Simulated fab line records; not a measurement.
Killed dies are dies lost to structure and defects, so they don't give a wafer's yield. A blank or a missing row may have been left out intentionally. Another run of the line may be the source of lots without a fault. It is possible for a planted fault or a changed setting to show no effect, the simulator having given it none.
8D (eight disciplines) problem report, filled in by code + flow nandHarc + the parts of the form that need people (team, actions taken, sign-off) are left out

== 1. THE ISSUE ==
thkNm at NHARC_A_ONON_D1_THK_MEAS_30 reads a mean of 1556 nm on 4 wafers of 2 lots; wafers without a fault read 1001 nm with a standard deviation of 9.4. Relative to the usual mean, that is a shift of +59 standard deviations.
The step: measures by ellipsometry.
First observed at day 10 19:04: wafer L594.1, on filmMetro-02. Wafers with a number at this step in the record: 39, from 13 lots. By rule, "out" or "out of limits" means more than 4 standard deviations away from the usual mean. The other wafers with a number count as sound.

== 2. WHAT IT IS, AND WHAT IT ISN'T ==
| question                    | is                             | is not                                                                                                               |
|-----------------------------|--------------------------------|----------------------------------------------------------------------------------------------------------------------|
| which readings at this step | thkNm                          | -                                                                                                                    |
| which lots                  | L594, L596                     | L589, L590, L592, L595, L602, L603, L605, L606, L607, L608, L609                                                     |
| which wafers of those lots  | L594.1, L594.5, L596.1, L596.4 | L594.3, L596.2                                                                                                       |
| read on which gauges        | filmMetro-01, filmMetro-02     | -                                                                                                                    |
| when                        | from day 10 19:04              | up to then (10 sound wafers); but 25 sound wafers of L595, L596, L602, L603, L605, L606, L607, L608, L609 came after |

== 3. WHAT RULES OUT EACH SUSPECT ==
Counting: if a tool at a process step up to the reading ran every lot that is out, it stays a suspect. Sound lots after the first of them don't rule it out here, since some wafers of a struck lot are sound.
- ruled out: the gauge at NHARC_A_ONON_D1_THK_MEAS_30. The wafers that are out were read on 2 gauges (filmMetro-01, filmMetro-02).
- pecvdOnon-04 at NHARC_A_ONON_D1_DEP_28 (target thk 1000 nm): kept. It ran every lot that is out, first L594 (day 10 18:33); its last sound lot up to then is L592 (day 10 03:04).
Left after counting: pecvdOnon-04 at NHARC_A_ONON_D1_DEP_28.

== 4. THE CAUSE (what the simulator had put in) ==
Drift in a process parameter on pecvdOnon-04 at NHARC_A_ONON_D1_DEP_28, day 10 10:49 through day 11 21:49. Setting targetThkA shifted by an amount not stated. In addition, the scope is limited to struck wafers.
This tool alone remained once counting was done.

== 5. THE CHAIN OF EFFECTS, in route order ==
Rows list readings where the struck wafers' mean (over those with a number) sits beyond 3 standard deviations from the usual. Readings are gone through only where the record gives a usual standard deviation; hours: the median, over the lots, of the time from a lot's start at the first step in this table giving one to that lot's start at this step; sigmas: the change measured in usual standard deviations.
| hours | step                        | reading       | usual   | on struck wafers | change | sigmas |
|-------|-----------------------------|---------------|---------|------------------|--------|--------|
| 0     | NHARC_A_ONON_D1_THK_MEAS_30 | thkNm         | 1001 nm | 1556             | +555   | +59    |
| 377   | NHARC_END_SORT_01           | killedAtArray | 52      | 674              | +622   | +35    |
| 377   | NHARC_END_SORT_01           | killedDies    | 57      | 677              | +620   | +33    |

== 6. HOW IT WOULD HAVE BEEN CAUGHT EARLIER ==
Counted from the fault's start at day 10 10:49, it took 8 hours until the first out-of-limits reading at a measuring or inspecting step in this record, taken at day 10 19:04.
Lots out: 2; of these, L596 started NHARC_A_ONON_D1_DEP_28 on pecvdOnon-04 after day 10 19:04. A hold on the tool at that time would have spared it.
